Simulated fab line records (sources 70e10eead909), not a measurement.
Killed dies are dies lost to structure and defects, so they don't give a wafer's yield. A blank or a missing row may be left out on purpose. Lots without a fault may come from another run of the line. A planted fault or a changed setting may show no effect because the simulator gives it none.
Chamber matching | flow nand-harc | NHARC_A_STAIRCASE_ETCH_253 on rie-diel-11 has 4 sister chambers
The step etches the open film in C4F8/O2, target depth 50 nm, time 20.2 s. 8 wafers are shown with their chamber, then 7 later ones without.

WAFERS PAIRED WITH THEIR CHAMBERS
wafer  | chamber | rf-vpp-V (V) | rf-fwd-power-W (W)
L074.1 | 1       | 893          | 585
L075.3 | 0       | 902          | 589
L075.4 | 1       | 893          | 587
L077.1 | 3       | 901          | 592
L077.4 | 3       | 902          | 590
L077.5 | 0       | 903          | 594
L078.3 | 2       | 892          | 594
L078.5 | 2       | 891          | 595

WAFERS MISSING THEIR CHAMBER
wafer  | rf-vpp-V (V) | rf-fwd-power-W (W)
L078.6 | 901          | 593
L083.2 | 900          | 593
L083.3 | 893          | 588
L083.4 | 902          | 591
L093.2 | 893          | 587
L093.3 | 902          | 590
L093.4 | 900          | 590

CHAMBER TAKEN BY EACH
wafer  | from the rows above     | in truth
L078.6 | can't be placed: 3 or 0 | 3
L083.2 | can't be placed: 3 or 0 | 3
L083.3 | 1                       | 1
L083.4 | can't be placed: 3 or 0 | 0
L093.2 | 1                       | 1
L093.3 | can't be placed: 3 or 0 | 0
L093.4 | can't be placed: 3 or 0 | 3
Correctly placed: 2 of 7. From these rows, 5 cannot be placed; in 5 the true chamber is one of the candidates. 0 placed wrongly.
How it was worked out, from the rows above alone: a wafer's distance from a chamber is the root of the sum, over the readings, of the square of ((its reading less the chamber's mean) divided by the reading's scatter). If the next closest chamber is less than 2 further off than the closest, the wafer can't be placed; otherwise it belongs to the closest. A chamber's mean is the mean of its shown wafers. The scatter is the square root of a quotient: the sum, over the shown wafers, of each reading's squared deviation from its chamber's mean, divided by wafers minus chambers.
